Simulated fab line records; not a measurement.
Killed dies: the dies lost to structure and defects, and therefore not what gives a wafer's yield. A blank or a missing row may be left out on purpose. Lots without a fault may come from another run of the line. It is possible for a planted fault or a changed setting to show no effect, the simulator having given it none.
fab line records + flow nand_harc + part 2 of 2: steps 5 to 6 of 6
[record]
- lots = 19
- wafers = 57
- last_day = 25
route steps=1159 shown A_STAIRCASE@553
lots that met no fault: from a run of the same line without faults
start_h: hours from the record's first day to the start of the lot's first wafer shown + wait_h: hours from the lot's prior step to this one + " unchanged from the row above + L1.1+2: a row that stands for several wafers + - no value, or no start given + * or withheld: withheld + < > ~ a bound
route shown NAME@n: names a module that has steps shown in the file, with the first one's number in the route + usual: mean/standard deviation of fault-free wafers + same: alike in all rows + chamber/n: place in a boat + sites: readings site by site + _std_site: their standard deviation + _edge_site: mean of outer sites minus mean of inner sites + radius_mm: how far each site lies from the wafer's centre + mask NAME#n: copy n + behind: the last tool/chamber to shape the wafer + hold: what put the lot on hold/how long, in hours/how the hold closed + device: transistor that didn't switch, given as n, p or np + end of line: tests of these same wafers at the route's end + where a step has no rows: the recipe by itself + killed: at the first sort, the dies lost to defects and structure; wafer yield is something else + map: per-die view of a wafer (x killed, . not killed, _ where there is no die)
set.NAME: the setting as run; set.NAME@STEP: as run at that earlier step + model.NAME: the simulator's own value behind a step, which no gauge read
one table for each step of the route and one row for each wafer, over a sample of lots
services: when a tool's chamber went out of use (start_h, in hours from the record's first day, below 0 if earlier), for how many hours, and the reason
[[steps]]
[step NHARC_A_STAIRCASE_DESCUM_219]
[recipe]
- time_s = 3
- o2_flow_sccm = 200
- ar_flow_sccm = 0
- bias_power_w = 0
- chemistry = O2
[usual]
- chamber_pressure_mTorr = 60.00/0.056
- drypump_motor_current_A = 5.8/0.36
- oes_product_au = 1.000/0.01
- rf_vpp_V = 57.8/0.88
- showerhead_plenum_p_Torr = 1.91/0.079
- throttle_valve_pct = 11.311/0.0091
[same]
- bias_power_w = 0
| lot.wafer | tool        | chamber | start_h | wait_h | chamber_pressure_mTorr | drypump_motor_current_A | oes_product_au | rf_hours_counter_h | rf_vpp_V | showerhead_plenum_p_Torr | throttle_valve_pct |
|-----------|-------------|---------|---------|--------|------------------------|-------------------------|----------------|--------------------|----------|--------------------------|--------------------|
| L076.2    | rie_diel-03 | 2       | 249.90  | -      | 59.97                  | 5.9                     | 0.994          | 7                  | 58.2     | 2.00                     | 11.310             |
| L076.1    | "           | 0       | "       | "      | 60.04                  | 5.9                     | 0.997          | 10                 | 57.8     | 1.91                     | 11.316             |
| L076.5    | "           | 3       | "       | "      | 59.98                  | 5.7                     | 0.984          | -                  | 57.9     | 1.84                     | 11.310             |
| L074.2    | rie_diel-03 | 0       | 250.42  | -      | 59.96                  | 5.9                     | 0.999          | 10                 | 58.1     | 1.91                     | 11.313             |
| L074.1    | "           | 1       | "       | "      | 59.92                  | 5.6                     | 1.007          | 10                 | 58.1     | 1.93                     | 11.321             |
| L074.6    | "           | 3       | "       | "      | 59.93                  | 5.7                     | 0.993          | -                  | 57.9     | 1.84                     | 11.320             |
| L078.2    | rie_diel-03 | 2       | 267.79  | -      | 59.94                  | 5.9                     | 0.989          | 13                 | 58.8     | 1.99                     | 11.313             |
| L078.3    | "           | 3       | "       | "      | 59.99                  | 5.7                     | 0.983          | 17                 | 58.1     | 1.83                     | 11.295             |
| L078.4    | "           | 0       | "       | "      | 60.02                  | 5.9                     | 1.001          | -                  | 57.5     | 1.91                     | 11.322             |
| L080.3    | rie_diel-02 | 1       | 274.14  | -      | 59.92                  | 5.1                     | 1.009          | 40                 | 57.1     | 1.77                     | 11.311             |
| L080.5    | "           | 1       | "       | "      | 60.08                  | 5.1                     | 1.018          | -                  | 56.9     | 1.77                     | 11.309             |
| L080.6    | "           | 2       | "       | "      | 60.00                  | 5.7                     | 1.009          | -                  | 57.7     | 1.86                     | 11.314             |
| L081.4    | rie_diel-03 | 0       | 280.20  | -      | 60.01                  | 5.9                     | 1.001          | 19                 | 55.0     | 1.91                     | 11.305             |
| L081.2    | "           | 2       | "       | "      | 60.09                  | 5.9                     | 0.994          | 18                 | 59.9     | 1.99                     | 11.323             |
| L081.5    | "           | 1       | "       | "      | 59.97                  | 5.6                     | 1.008          | -                  | 55.7     | 1.93                     | 11.316             |
| L082.3    | rie_diel-02 | 1       | 293.62  | -      | 59.99                  | 5.1                     | 1.009          | 49                 | 56.9     | 1.77                     | 11.314             |
| L082.1    | "           | 2       | "       | "      | 60.00                  | 5.7                     | 1.002          | 52                 | 58.0     | 1.86                     | 11.310             |
| L082.2    | "           | 3       | "       | "      | 60.05                  | 6.4                     | 1.011          | 51                 | 58.2     | 1.76                     | 11.303             |
| L083.1    | rie_diel-11 | 0       | 294.25  | -      | 60.08                  | 6.1                     | 0.991          | 28                 | 58.3     | 1.93                     | 11.307             |
| L083.4    | "           | 3       | "       | "      | 60.04                  | 5.5                     | 1.001          | 37                 | 58.6     | 1.94                     | 11.314             |
| L083.6    | "           | 0       | "       | "      | 59.96                  | 6.1                     | 0.988          | -                  | 57.6     | 1.93                     | 11.314             |
| L084.2    | rie_diel-11 | 0       | 299.91  | -      | 59.95                  | 6.1                     | 0.995          | 29                 | 59.5     | 1.93                     | 11.309             |
| L084.4    | "           | 3       | "       | "      | 60.04                  | 5.5                     | 1.000          | 38                 | 58.1     | 1.94                     | 11.311             |
| L084.6    | "           | 0       | "       | "      | 60.06                  | 6.1                     | 1.001          | -                  | 58.2     | 1.93                     | 11.303             |
| L088.4    | rie_diel-03 | 3       | 322.72  | -      | 59.95                  | 5.7                     | 0.997          | 35                 | 56.7     | 1.83                     | 11.314             |
| L088.5    | "           | 0       | "       | "      | 60.05                  | 5.9                     | 1.004          | -                  | 58.2     | 1.91                     | 11.310             |
| L088.6    | "           | 1       | "       | "      | 60.00                  | 5.7                     | 0.995          | -                  | 58.4     | 1.93                     | 11.317             |
| L085.1    | rie_diel-03 | 0       | 326.97  | -      | 60.04                  | 5.9                     | 1.002          | 33                 | 58.3     | 1.91                     | 11.313             |
| L085.2    | "           | 1       | "       | "      | 59.96                  | 5.6                     | 1.001          | 31                 | 56.8     | 1.92                     | 11.312             |
| L085.4    | "           | 2       | "       | "      | 59.92                  | 5.9                     | 0.991          | 33                 | 57.5     | 1.99                     | 11.305             |
| L086.1    | rie_diel-11 | 3       | 332.87  | -      | 60.06                  | 5.5                     | 1.006          | 50                 | 57.7     | 1.94                     | 11.320             |
| L086.4    | "           | 1       | "       | "      | 59.90                  | 5.8                     | 1.002          | 46                 | 59.2     | 1.93                     | 11.322             |
| L086.5    | "           | 3       | "       | "      | 60.02                  | 5.5                     | 1.008          | -                  | 57.7     | 1.94                     | 11.305             |
| L089.1    | rie_diel-11 | 1       | 341.61  | -      | 60.07                  | 5.8                     | 0.998          | 50                 | 58.2     | 1.93                     | 11.313             |
| L089.2    | "           | 2       | "       | "      | 59.94                  | 5.4                     | 1.008          | 54                 | 57.5     | 1.99                     | 11.314             |
| L089.5    | "           | 3       | "       | "      | 59.99                  | 5.5                     | 0.987          | -                  | 57.5     | 1.94                     | 11.307             |
| L087.2    | rie_diel-03 | 1       | 343.23  | -      | 59.95                  | 5.6                     | 1.006          | 39                 | 57.2     | 1.92                     | 11.304             |
| L087.4    | "           | 2       | "       | "      | 59.97                  | 5.9                     | 0.991          | 42                 | 59.0     | 1.98                     | 11.309             |
| L087.1    | "           | 0       | "       | "      | 60.03                  | 5.9                     | 0.998          | 42                 | 57.4     | 1.90                     | 11.317             |
| L091.2    | rie_diel-03 | 3       | 345.72  | -      | 59.98                  | 5.7                     | 0.981          | 47                 | 57.8     | 1.82                     | 11.306             |
| L091.3    | "           | 0       | "       | "      | 60.06                  | 5.9                     | 1.000          | 43                 | 58.1     | 1.90                     | 11.310             |
| L091.6    | "           | 2       | "       | "      | 59.96                  | 5.9                     | 0.986          | -                  | 58.7     | 1.98                     | 11.319             |
| L093.3    | rie_diel-11 | 0       | 354.86  | -      | 60.01                  | 6.1                     | 0.999          | 50                 | 57.6     | 1.93                     | 11.307             |
| L093.6    | "           | 0       | "       | "      | 59.97                  | 6.1                     | 0.986          | -                  | 56.5     | 1.92                     | 11.319             |
| L093.5    | "           | 1       | "       | "      | 60.04                  | 5.8                     | 0.991          | -                  | 59.0     | 1.93                     | 11.293             |
| L095.3    | rie_diel-02 | 1       | 358.47  | -      | 60.05                  | 5.1                     | 0.999          | 10                 | 57.6     | 2.07                     | 11.298             |
| L095.5    | "           | 1       | "       | "      | 59.92                  | 5.1                     | 1.008          | -                  | 55.8     | 2.07                     | 11.296             |
| L095.6    | "           | 2       | "       | "      | 59.94                  | 5.7                     | 1.013          | -                  | 58.8     | 1.85                     | 11.310             |
| L094.1    | rie_diel-02 | 3       | 358.52  | -      | 60.03                  | 6.4                     | 1.000          | 9                  | 58.4     | 2.07                     | 11.312             |
| L094.2    | "           | 1       | "       | "      | 59.98                  | 5.1                     | 1.016          | 10                 | 56.8     | 2.07                     | 11.312             |
| L094.6    | "           | 0       | "       | "      | 60.01                  | 6.3                     | 1.005          | -                  | 60.4     | 1.85                     | 11.315             |
| L096.4    | rie_diel-11 | 1       | 382.43  | -      | 60.00                  | 5.8                     | 0.993          | 2                  | 57.4     | 1.92                     | 11.325             |
| L096.2    | "           | 3       | "       | "      | 59.98                  | 5.5                     | 0.992          | 2                  | 58.9     | 1.93                     | 11.325             |
| L096.1    | "           | 0       | "       | "      | 60.04                  | 6.1                     | 1.014          | 2                  | 57.2     | 1.92                     | 11.305             |
| L097.2    | rie_diel-02 | 2       | 389.77  | -      | 59.97                  | 5.7                     | 1.021          | 18                 | 57.2     | 1.85                     | 11.314             |
| L097.4    | "           | 3       | "       | "      | 59.99                  | 6.5                     | 0.996          | 17                 | 57.5     | 2.07                     | 11.298             |
| L097.1    | "           | 1       | "       | "      | 60.02                  | 5.1                     | 0.998          | 19                 | 57.9     | 2.07                     | 11.308             |
[step NHARC_A_STAIRCASE_TRIM_220]
[recipe]
- time_s = 211.2
- o2_flow_sccm = 500
- ar_flow_sccm = 0
- bias_w = 0
- chemistry = O2
[usual]
- chamber_pressure_mTorr = 60.01/0.052
- drypump_motor_current_A = 5.8/0.36
- oes_product_au = 0.999/0.0094
- rf_vpp_V = 57.8/0.87
- showerhead_plenum_p_Torr = 3.53/0.14
- throttle_valve_pct = 17.037/0.0092
| lot.wafer | tool        | chamber | start_h | wait_h | chamber_pressure_mTorr | drypump_motor_current_A | oes_product_au | rf_hours_counter_h | rf_vpp_V | showerhead_plenum_p_Torr | throttle_valve_pct |
|-----------|-------------|---------|---------|--------|------------------------|-------------------------|----------------|--------------------|----------|--------------------------|--------------------|
| L076.1    | rie_diel-03 | 3       | 250.01  | 0.1    | 59.98                  | 5.7                     | 0.987          | 10                 | 57.5     | 3.39                     | 17.028             |
| L076.2    | "           | 0       | "       | "      | 60.04                  | 5.9                     | 1.000          | 10                 | 57.4     | 3.53                     | 17.054             |
| L076.5    | "           | 2       | "       | "      | 59.95                  | 5.9                     | 0.991          | -                  | 58.2     | 3.67                     | 17.033             |
| L074.1    | rie_diel-03 | 1       | 250.55  | 0.1    | 60.03                  | 5.7                     | 1.002          | 10                 | 57.4     | 3.56                     | 17.034             |
| L074.2    | "           | 2       | "       | "      | 59.95                  | 5.9                     | 1.001          | 8                  | 56.5     | 3.67                     | 17.044             |
| L074.6    | "           | 1       | "       | "      | 60.10                  | 5.7                     | 1.000          | -                  | 57.5     | 3.56                     | 17.026             |
| L078.3    | rie_diel-03 | 2       | 267.96  | 0.1    | 59.96                  | 5.9                     | 0.988          | 13                 | 59.1     | 3.67                     | 17.030             |
| L078.2    | "           | 0       | "       | "      | 60.03                  | 5.9                     | 1.005          | 15                 | 56.8     | 3.53                     | 17.035             |
| L078.4    | "           | 0       | "       | "      | 60.12                  | 5.9                     | 1.004          | -                  | 57.0     | 3.53                     | 17.028             |
| L080.3    | rie_diel-02 | 3       | 274.28  | 0.1    | 59.96                  | 6.5                     | 1.000          | 44                 | 58.3     | 3.27                     | 17.026             |
| L080.6    | "           | 3       | "       | "      | 59.98                  | 6.5                     | 1.009          | -                  | 57.1     | 3.27                     | 17.041             |
| L080.5    | "           | 0       | "       | "      | 59.95                  | 6.3                     | 0.992          | -                  | 56.5     | 3.44                     | 17.036             |
| L081.4    | rie_diel-03 | 3       | 280.28  | 0.1    | 59.97                  | 5.7                     | 0.981          | 21                 | 57.7     | 3.39                     | 17.031             |
| L081.2    | "           | 1       | "       | "      | 60.15                  | 5.7                     | 0.993          | 17                 | 56.9     | 3.56                     | 17.028             |
| L081.5    | "           | 3       | "       | "      | 59.97                  | 5.7                     | 0.984          | -                  | 56.4     | 3.39                     | 17.045             |
| L082.1    | rie_diel-02 | 3       | 293.71  | 0.1    | 59.93                  | 6.5                     | 1.003          | 51                 | 56.3     | 3.27                     | 17.059             |
| L082.2    | "           | 0       | "       | "      | 59.96                  | 6.3                     | 0.990          | 48                 | 58.0     | 3.43                     | 17.043             |
| L082.3    | "           | 2       | "       | "      | 59.98                  | 5.7                     | 1.010          | 52                 | 56.6     | 3.44                     | 17.058             |
| L083.1    | rie_diel-11 | 3       | 294.33  | 0.1    | 60.02                  | 5.6                     | 1.003          | 37                 | 58.1     | 3.58                     | 17.031             |
| L083.4    | "           | 1       | "       | "      | 59.97                  | 5.9                     | 1.004          | 34                 | 58.4     | 3.56                     | 17.050             |
| L083.6    | "           | 0       | "       | "      | 59.98                  | 6.1                     | 1.007          | -                  | 56.8     | 3.56                     | 17.038             |
| L084.4    | rie_diel-11 | 0       | 300.00  | 0.1    | 60.11                  | 6.1                     | 1.001          | 29                 | 55.8     | 3.56                     | 17.037             |
| L084.2    | "           | 3       | "       | "      | 59.92                  | 5.5                     | 1.002          | 38                 | 58.5     | 3.58                     | 17.050             |
| L084.6    | "           | 0       | "       | "      | 60.05                  | 6.1                     | 1.002          | -                  | 56.5     | 3.56                     | 17.038             |
| L088.4    | rie_diel-03 | 1       | 322.80  | 0.1    | 60.07                  | 5.7                     | 0.989          | 30                 | 57.7     | 3.55                     | 17.034             |
| L088.5    | "           | 3       | "       | "      | 59.98                  | 5.7                     | 0.993          | -                  | 57.1     | 3.38                     | 17.037             |
| L088.6    | "           | 0       | "       | "      | 60.04                  | 5.9                     | 1.002          | -                  | 58.2     | 3.52                     | 17.016             |
| L085.1    | rie_diel-03 | 2       | 327.04  | 0.1    | 60.01                  | 5.9                     | 0.992          | 33                 | 58.9     | 3.66                     | 17.024             |
| L085.2    | "           | 3       | "       | "      | 60.03                  | 5.7                     | 0.994          | 36                 | 57.0     | 3.38                     | 17.048             |
| L085.4    | "           | 0       | "       | "      | 60.05                  | 5.9                     | 1.015          | 33                 | 58.0     | 3.52                     | 17.030             |
| L086.1    | rie_diel-11 | 0       | 333.60  | 0.7    | 60.06                  | 6.1                     | 1.000          | 39                 | 56.7     | 3.55                     | 17.036             |
| L086.4    | "           | 1       | "       | "      | 59.93                  | 5.9                     | 0.999          | 46                 | 58.5     | 3.56                     | 17.026             |
| L086.5    | "           | 0       | "       | "      | 59.96                  | 6.1                     | 0.995          | -                  | 58.2     | 3.55                     | 17.057             |
| L089.2    | rie_diel-11 | 0       | 341.70  | 0.1    | 60.02                  | 6.1                     | 0.997          | 43                 | 56.3     | 3.55                     | 17.034             |
| L089.1    | "           | 1       | "       | "      | 59.98                  | 5.8                     | 0.991          | 50                 | 57.5     | 3.56                     | 17.054             |
| L089.5    | "           | 3       | "       | "      | 59.99                  | 5.5                     | 1.003          | -                  | 58.2     | 3.57                     | 17.018             |
| L087.2    | rie_diel-03 | 3       | 343.32  | 0.1    | 59.92                  | 5.7                     | 0.976          | 46                 | 59.1     | 3.38                     | 17.039             |
| L087.1    | "           | 0       | "       | "      | 59.94                  | 5.9                     | 0.994          | 42                 | 56.9     | 3.51                     | 17.051             |
| L087.4    | "           | 1       | "       | "      | 60.09                  | 5.7                     | 0.997          | 39                 | 58.1     | 3.54                     | 17.033             |
| L091.2    | rie_diel-03 | 1       | 345.79  | 0.1    | 60.07                  | 5.7                     | 1.016          | 41                 | 59.0     | 3.54                     | 17.032             |
| L091.3    | "           | 3       | "       | "      | 60.10                  | 5.7                     | 0.995          | 47                 | 58.0     | 3.37                     | 17.018             |
| L091.6    | "           | 2       | "       | "      | 59.96                  | 5.9                     | 0.984          | -                  | 58.8     | 3.65                     | 17.038             |
| L093.3    | rie_diel-11 | 2       | 355.04  | 0.2    | 59.96                  | 5.4                     | 1.014          | 60                 | 57.8     | 3.66                     | 17.038             |
| L093.6    | "           | 3       | "       | "      | 60.07                  | 5.5                     | 0.996          | -                  | 57.2     | 3.56                     | 17.037             |
| L093.5    | "           | 0       | "       | "      | 59.99                  | 6.1                     | 1.001          | -                  | 57.6     | 3.55                     | 17.045             |
| L095.3    | rie_diel-02 | 2       | 358.63  | 0.2    | 60.00                  | 5.6                     | 1.010          | 10                 | 57.9     | 3.42                     | 17.031             |
| L095.5    | "           | 1       | "       | "      | 59.97                  | 5.1                     | 1.010          | -                  | 58.6     | 3.80                     | 17.042             |
| L095.6    | "           | 2       | "       | "      | 60.01                  | 5.7                     | 1.018          | -                  | 56.4     | 3.42                     | 17.043             |
| L094.2    | rie_diel-02 | 2       | 358.70  | 0.2    | 59.99                  | 5.7                     | 1.006          | 10                 | 57.8     | 3.42                     | 17.048             |
| L094.1    | "           | 0       | "       | "      | 60.02                  | 6.3                     | 0.997          | 9                  | 57.8     | 3.42                     | 17.039             |
| L094.6    | "           | 3       | "       | "      | 59.98                  | 6.5                     | 1.008          | -                  | 59.1     | 3.80                     | 17.048             |
| L096.2    | rie_diel-11 | 2       | 382.52  | 0.1    | 59.99                  | 5.4                     | 0.985          | 2                  | 58.9     | 3.66                     | 17.039             |
| L096.1    | "           | 3       | "       | "      | 59.96                  | 5.5                     | 0.999          | 2                  | 57.5     | 3.56                     | 17.042             |
| L096.4    | "           | 0       | "       | "      | 60.01                  | 6.1                     | 1.014          | 2                  | 57.8     | 3.55                     | 17.023             |
| L097.2    | rie_diel-02 | 2       | 389.86  | 0.1    | 60.02                  | 5.6                     | 1.019          | 18                 | 58.0     | 3.42                     | 17.012             |
| L097.1    | "           | 3       | "       | "      | 60.03                  | 6.5                     | 0.997          | 17                 | 58.7     | 3.80                     | 17.021             |
| L097.4    | "           | 0       | "       | "      | 60.02                  | 6.3                     | 0.988          | 18                 | 58.3     | 3.42                     | 17.045             |
[[services]]
| tool        | chamber | start_h | hours | kind   |
|-------------|---------|---------|-------|--------|
| rie_diel-11 | 0       | 223.77  | 14.4  | repair |
| rie_diel-11 | 1       | 226.35  | -     | clean  |
| rie_diel-11 | 2       | 226.35  | -     | clean  |
| rie_diel-11 | 3       | 226.35  | -     | clean  |
| rie_diel-03 | 2       | 233.58  | 4.2   | repair |
| rie_diel-11 | 0       | 250.85  | -     | clean  |
| rie_diel-11 | 1       | 250.85  | -     | clean  |
| rie_diel-11 | 2       | 250.85  | -     | clean  |
| rie_diel-11 | 3       | 250.85  | -     | clean  |
| rie_diel-03 | 0       | 259.93  | 7.7   | repair |
| rie_diel-03 | 1       | 267.17  | 12.7  | repair |
| rie_diel-11 | -       | 272.47  | 0.4   | repair |
| rie_diel-11 | 0       | 275.35  | -     | clean  |
| rie_diel-11 | 1       | 275.35  | -     | clean  |
| rie_diel-11 | 2       | 275.35  | -     | clean  |
| rie_diel-11 | 3       | 275.35  | -     | clean  |
| rie_diel-11 | 0       | 299.85  | -     | clean  |
| rie_diel-11 | 1       | 299.85  | -     | clean  |
| rie_diel-11 | 2       | 299.85  | -     | clean  |
| rie_diel-11 | 3       | 299.85  | -     | clean  |
| rie_diel-02 | -       | 328.06  | 9.0   | pm     |
| rie_diel-11 | -       | 339.93  | 0.7   | repair |
| rie_diel-03 | 1       | 362.93  | 8.5   | repair |
| rie_diel-11 | -       | 368.53  | 9.0   | pm     |
